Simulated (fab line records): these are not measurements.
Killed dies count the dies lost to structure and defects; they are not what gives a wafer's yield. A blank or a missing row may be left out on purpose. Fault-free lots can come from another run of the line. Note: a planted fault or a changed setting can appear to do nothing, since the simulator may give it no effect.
Matching of chambers | flow n5_finfet | pecvd-01 running N5_BEOL_M1_PECVD_72: 3 sister chambers
The step deposits SiO2 from TEOS/O2, target thk 16 nm, time 18 s. 6 wafers are shown with their chamber, then 8 later ones without.

EACH WAFER AND ITS CHAMBER
wafer  | chamber | throttle_valve_pct (%) | showerhead_plenum_p_Torr (Torr)
L080.6 | 2       | 21.1                   | 8.76
L081.3 | 0       | 23.2                   | 8.82
L084.2 | 1       | 23.1                   | 8.71
L084.3 | 2       | 20.8                   | 8.73
L084.6 | 0       | 23.1                   | 8.83
L087.1 | 1       | 22.8                   | 8.71

WAFERS WITH NO CHAMBER GIVEN
wafer  | throttle_valve_pct (%) | showerhead_plenum_p_Torr (Torr)
L087.2 | 22.8                   | 8.81
L087.5 | 23.1                   | 8.82
L090.1 | 23.2                   | 8.72
L090.4 | 22.9                   | 8.82
L090.5 | 21.3                   | 8.76
L097.2 | 20.8                   | 8.75
L097.4 | 22.9                   | 8.82
L097.5 | 21.3                   | 8.73

WHICH CHAMBER EACH WENT THROUGH
wafer  | from the rows above | in truth
L087.2 | 0                   | 0
L087.5 | 0                   | 0
L090.1 | 1                   | 1
L090.4 | 0                   | 0
L090.5 | 2                   | 2
L097.2 | 2                   | 2
L097.4 | 0                   | 0
L097.5 | 2                   | 2
8 of 8 placed correctly. Not placeable from these rows: 0. Wrongly placed: 0.
How it was worked out, from the rows above alone: a wafer's distance from a chamber is the root of the sum, over the readings, of the square of ((its reading less the chamber's mean) divided by the reading's scatter). If the next closest chamber is less than 2 further off than the closest, the wafer can't be placed; otherwise it belongs to the closest. The mean given for a chamber averages the wafers shown for that chamber. The scatter: the root of (the sum of the squares of (reading less its chamber's mean) over the shown wafers, divided by (wafers less chambers)).
